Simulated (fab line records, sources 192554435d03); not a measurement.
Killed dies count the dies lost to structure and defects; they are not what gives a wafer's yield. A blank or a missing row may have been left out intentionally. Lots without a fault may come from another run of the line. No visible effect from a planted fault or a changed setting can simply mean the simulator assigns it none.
Lot-split experiment    flow n5_finfet    21 wafers read across 7 lots, on a route 1938 steps long

## SPLIT DETAILS
At N5_BEOL_M7_EXPOSE_25 (exposes mask V6, target cd 40 nm), the setting dose_mj was moved away from the recipe's 42.5 on 8 of the 21 wafers read, by -5.5% to +4.6%. All remaining wafers had this setting at the recipe value.

## FROM THE SPLIT TO THE READING: what the file shows between them, 5 steps
- N5_BEOL_M7_PEB_26: peb time 60 s
- N5_BEOL_M7_DEVELOP_27: develop time 30 s
- N5_BEOL_M7_DESCUM_33: chemistry O2, time 7 s
- N5_BEOL_M7_ETCH_72: etches underlayer in N2/H2, target depth 6.5 nm, time 5.2 s
- N5_BEOL_M7_ETCH_65: etches SiARC in CF4, target depth 15.6 nm, time 26 s

## THE READING
BEOL_M7.cd_nm (the simulator's own value, which no gauge read), in nm, at N5_BEOL_M7_ETCH_66 (etches SOC in N2/H2, target depth 80 nm, overetch 16 nm, time 120 s). The file does not state a usual value for it. The 13 wafers here that ran the recipe average 40.1 nm, standard deviation 0.21 nm.

wafer   tool, chamber at the split  dose_mj as run  against the recipe  BEOL_M7.cd_nm, nm  against lot-mates on the recipe
L078.3  euv_scanner-01, 0           43.72           +2.9%               40.8               +1.0
L078.4  euv_scanner-01, 0           43.72           +2.9%               40.6               +0.8
L078.5  euv_scanner-01, 0           42.5            recipe              39.8               -
L081.1  euv_scanner-01, 0           42.5            recipe              40.2               -
L081.2  euv_scanner-01, 0           42.5            recipe              40                 -
L081.3  euv_scanner-01, 0           42.5            recipe              40                 -
L080.1  euv_scanner-02, 0           42.5            recipe              40.2               -
L080.3  euv_scanner-02, 0           42.5            recipe              40.2               -
L080.6  euv_scanner-02, 0           42.5            recipe              40.4               -
L083.2  euv_scanner-02, 0           42.5            recipe              40.2               -
L083.3  euv_scanner-02, 0           41.59           -2.1%               39.4               -0.6
L083.5  euv_scanner-02, 0           42.5            recipe              39.8               -
L089.2  euv_scanner-01, 0           42.5            recipe              40.2               -
L089.4  euv_scanner-01, 0           42.5            recipe              40                 -
L089.6  euv_scanner-01, 0           42.5            recipe              40.2               -
L090.2  euv_scanner-02, 0           44.47           +4.6%               41.2               +1.6
L090.3  euv_scanner-02, 0           42.5            recipe              39.6               -
L090.5  euv_scanner-02, 0           44.47           +4.6%               41                 +1.4
L096.2  euv_scanner-02, 0           40.15           -5.5%               38.6               no lot-mate on the recipe
L096.3  euv_scanner-02, 0           40.15           -5.5%               38.8               no lot-mate on the recipe
L096.4  euv_scanner-02, 0           40.15           -5.5%               38.8               no lot-mate on the recipe

FIT RESULTS
A straight line over all 21 wafers: BEOL_M7.cd_nm changes by +0.235 nm for each +1% of dose_mj; r = +0.96; the points scatter about the line by 0.19 nm.
The same after taking each lot's own level away (the mean of its wafers on the recipe; 18 wafers): +0.316 nm for each +1%; r = +0.98; scatter 0.11 nm.
The reading moves by 1.8 nm for the largest change in dose_mj, on that fit.
From 39.60 to 40.27 nm: that is the span of the lots' own levels, equal to 3.1 times the standard deviation above.
Thus the slope moves with the lot-to-lot level: the two fits are different.
Check: +1.41 nm against its lot-mates is what the line predicts for one of the wafers moved furthest among these (+4.6%) when that wafer is left out of the fit. It came out at +1.6 nm against them.

## OTHER SPLITS ON THESE WAFERS
Before the reading, these wafers also passed through other splits. Each is held against what the fit with the lots' levels taken away leaves over:
other split on the same wafers  wafers away from the commonest value  r with BEOL_M7.cd_nm (lot level and that fit taken away)
N5_BEOL_M6_EXPOSE_25 dose_mj    5                                     +0.21
N5_BEOL_M6_ETCH_66 bias_w       7                                     +0.09

## THE WHOLE CHAIN: every reading that the file lists as answering this split, in the file's order
step                  what it does                                                         reading                                                         change (the file's fit)                r (the file's)
N5_BEOL_M7_DESCUM_33  chemistry O2, time 7 s                                               BEOL_M7.cd_nm (the simulator's own value, which no gauge read)  +0.29 nm for each +1% of the setting   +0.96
N5_BEOL_M7_ETCH_72    etches underlayer in N2/H2, target depth 6.5 nm, time 5.2 s          BEOL_M7.cd_nm (the simulator's own value, which no gauge read)  +0.278 nm for each +1% of the setting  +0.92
N5_BEOL_M7_ETCH_65    etches SiARC in CF4, target depth 15.6 nm, time 26 s                 BEOL_M7.cd_nm (the simulator's own value, which no gauge read)  +0.258 nm for each +1% of the setting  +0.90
N5_BEOL_M7_ETCH_66    etches SOC in N2/H2, target depth 80 nm, overetch 16 nm, time 120 s  BEOL_M7.cd_nm (the simulator's own value, which no gauge read)  +0.315 nm for each +1% of the setting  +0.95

## THE FILE'S OWN FIT
BEOL_M7.cd_nm changes by +0.315 nm for each +1% of dose_mj, r = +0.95.
